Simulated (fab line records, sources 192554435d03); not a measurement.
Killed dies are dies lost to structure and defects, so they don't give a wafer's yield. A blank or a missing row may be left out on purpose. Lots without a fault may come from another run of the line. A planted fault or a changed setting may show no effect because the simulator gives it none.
Which tool did it? | flow n5_finfet | 11 lots, 32 wafers sampled, at 5 steps of a route of 1938

WHAT THE GAUGES READ, wafer by wafer
N5_BEOL_M9_RS_MEAS_57: measures by four-point-probe. Usual: M9_RS 0.153 ohm/sq, standard deviation 0.0035.
lot  | measured     | on            | M9_RS (ohm/sq)    | flag
L892 | day 10 05:40 | film_metro-01 | 0.148 0.151 0.154 |
L894 | day 10 19:13 | film_metro-01 | 0.155 0.152 0.153 |
L897 | day 12 00:45 | film_metro-02 | 0.152 0.151 0.154 |
L896 | day 12 01:25 | film_metro-02 | 0.157 0.158       |
L898 | day 12 10:50 | film_metro-02 | 0.155 0.151 0.148 |
L903 | day 12 19:16 | film_metro-02 | 0.151 0.151 0.152 |
L901 | day 13 00:17 | film_metro-02 | 0.156 0.153 0.156 |
L904 | day 13 07:40 | film_metro-02 | 0.156 0.153 0.155 |
L907 | day 13 20:44 | film_metro-02 | 0.153 0.153 0.151 |
L908 | day 14 13:25 | film_metro-01 | 0.148 0.160 0.151 |
L915 | day 16 01:53 | film_metro-02 | 0.156 0.152 0.149 |

WHICH TOOL RAN EACH LOT (tool, then ch and the chambers of the sampled wafers, then the start)
lot  | N5_BEOL_M9_PECVD_70             | N5_BEOL_M9_ALD_74                   | N5_BEOL_M9_SURFACE_TREAT_79  | N5_BEOL_M9_CMP_52
L892 | pecvd-02 ch 0,1,2, day 10 00:01 | ald_metal-02 ch 0,2,3, day 10 04:10 | pvd_sputter-03, day 10 04:24 | cmp-01 ch 1,2, day 10 05:16
L894 | pecvd-03 ch 0,1, day 10 10:44   | ald_metal-04 ch 0,1, day 10 17:20   | pvd_sputter-01, day 10 17:47 | cmp-04 ch 0,1,3, day 10 18:49
L897 | pecvd-01 ch 0,1, day 11 14:25   | ald_metal-01 ch 0,3, day 11 22:44   | pvd_sputter-01, day 11 23:02 | cmp-01 ch 0,3, day 12 00:19
L896 | pecvd-03 ch 0,2, day 11 14:41   | ald_metal-02 ch 1,3, day 11 23:11   | pvd_sputter-02, day 11 23:32 | cmp-04 ch 0,3, day 12 00:59
L898 | pecvd-02 ch 0,1, day 12 03:29   | ald_metal-02 ch 1,2,3, day 12 08:06 | pvd_sputter-02, day 12 09:26 | cmp-01 ch 2,3, day 12 10:23
L903 | pecvd-01 ch 0,1,2, day 12 12:02 | ald_metal-01 ch 0,1,2, day 12 17:21 | pvd_sputter-02, day 12 17:38 | cmp-02 ch 0,2,3, day 12 18:50
L901 | pecvd-02 ch 0,1, day 12 16:38   | ald_metal-01 ch 0,1,2, day 12 21:17 | pvd_sputter-03, day 12 23:02 | cmp-02 ch 1,2,3, day 12 23:51
L904 | pecvd-02 ch 0,1,2, day 12 22:26 | ald_metal-02 ch 1,3, day 13 05:47   | pvd_sputter-03, day 13 06:22 | cmp-01 ch 0,2,3, day 13 07:16
L907 | pecvd-02 ch 0,1, day 13 14:53   | ald_metal-02 ch 1,2,3, day 13 19:01 | pvd_sputter-01, day 13 19:19 | cmp-01 ch 0,1, day 13 20:19
L908 | pecvd-02 ch 0,1,2, day 14 06:16 | ald_metal-04 ch 0,3, day 14 11:50   | pvd_sputter-03, day 14 12:08 | cmp-02 ch 0,3, day 14 12:57
L915 | pecvd-01 ch 0,1,2, day 15 17:02 | ald_metal-04 ch 0,2, day 16 00:03   | pvd_sputter-02, day 16 00:28 | cmp-02 ch 0,1,3, day 16 01:26
- N5_BEOL_M9_PECVD_70: deposits SiO2 from TEOS/O2, target thk 20 nm, time 22.7 s.
- N5_BEOL_M9_ALD_74: deposits TaN, target thk 2 nm, pulse time 2 s, purge time 3 s.
- N5_BEOL_M9_SURFACE_TREAT_79
- N5_BEOL_M9_CMP_52: polishes, stops on SiCOH lowk, t overpolish 7 s, target thk 140 nm.

WHAT THE TOOLS THEMSELVES READ (means of the sampled wafers that have a number; where no wafer has one, the mark that the record gives instead)
N5_BEOL_M9_PECVD_70. Usual: heater_power_w 794 W, standard deviation 91; showerhead_plenum_p_Torr 8.81 Torr, standard deviation 0.061; throttle_valve_pct 21.7 %, standard deviation 1.
lot  | tool     | heater_power_w (W) | showerhead_plenum_p_Torr (Torr) | throttle_valve_pct (%) | flag
L892 | pecvd-02 | 805                | 8.79                            | 21.6                   |
L894 | pecvd-03 | 642                | 8.81                            | 22.3                   |
L897 | pecvd-01 | 763                | 8.86                            | 21.7                   |
L896 | pecvd-03 | 734                | 8.85                            | 20.9                   |
L898 | pecvd-02 | 806                | 8.79                            | 22.6                   |
L903 | pecvd-01 | 817                | 8.78                            | 21.6                   |
L901 | pecvd-02 | 837                | 8.79                            | 22.3                   |
L904 | pecvd-02 | 827                | 8.80                            | 21.7                   |
L907 | pecvd-02 | 873                | 8.78                            | 22.5                   |
L908 | pecvd-02 | 833                | 8.79                            | 21.9                   |
L915 | pecvd-01 | 824                | 8.79                            | 21.8                   |

N5_BEOL_M9_ALD_74. Usual: heater_power_w 434 W, standard deviation 44; mfc_carrier_sccm 1500 sccm, standard deviation 4.5.
lot  | tool         | heater_power_w (W) | mfc_carrier_sccm (sccm) | flag
L892 | ald_metal-02 | 412                | 1498                    |
L894 | ald_metal-04 | 410                | 1498                    |
L897 | ald_metal-01 | 435                | 1502                    |
L896 | ald_metal-02 | 438                | 1502                    |
L898 | ald_metal-02 | 428                | 1498                    |
L903 | ald_metal-01 | 485                | 1499                    |
L901 | ald_metal-01 | 486                | 1499                    |
L904 | ald_metal-02 | 441                | 1497                    |
L907 | ald_metal-02 | 427                | 1503                    |
L908 | ald_metal-04 | 441                | 1503                    |
L915 | ald_metal-04 | 407                | 1502                    |

N5_BEOL_M9_CMP_52. Usual: barrier_field_endpoint_s 29.0 s, standard deviation 0.77; motor_current_A 6.1 A, standard deviation 0.91; pad_life_wafers 715, standard deviation 530.
lot  | tool   | barrier_field_endpoint_s (s) | motor_current_A (A) | pad_life_wafers | flag
L892 | cmp-01 | 28.8                         | 7.6                 | 79              |
L894 | cmp-04 | 29.3                         | 5.6                 | 1268            |
L897 | cmp-01 | 28.2                         | 6.4                 | 432             |
L896 | cmp-04 | 28.6                         | 5.9                 | 1518            |
L898 | cmp-01 | 29.2                         | 7.3                 | 522             |
L903 | cmp-02 | 28.1                         | 5.3                 | 133             |
L901 | cmp-02 | 29.7                         | 5.9                 | 182             |
L904 | cmp-01 | 28.0                         | 6.9                 | 674             |
L907 | cmp-01 | 26.7                         | 7.3                 | 762             |
L908 | cmp-02 | 26.8                         | 5.3                 | 480             |
L915 | cmp-02 | 29.1                         | 5.3                 | 817             |

THE ANSWER, worked out from the rows above alone
Rule: a lot is off if the mean of its wafers that have a number lies more than 3 standard deviations from the usual mean. A lot without any number at a reading at which 4 lots or more have one is off too. The other lots that the step has rows for count as sound. The gauges are gone through in route order, then the tools' own readings, and for those a lot's mean is taken as printed above. The first step at which some lot is off is used, and at that step the reading that is off furthest; a lot without a number counts as furthest.
No lot is off at any reading shown: from this, nothing can be told.

WHAT THE SIMULATOR HAD PUT IN
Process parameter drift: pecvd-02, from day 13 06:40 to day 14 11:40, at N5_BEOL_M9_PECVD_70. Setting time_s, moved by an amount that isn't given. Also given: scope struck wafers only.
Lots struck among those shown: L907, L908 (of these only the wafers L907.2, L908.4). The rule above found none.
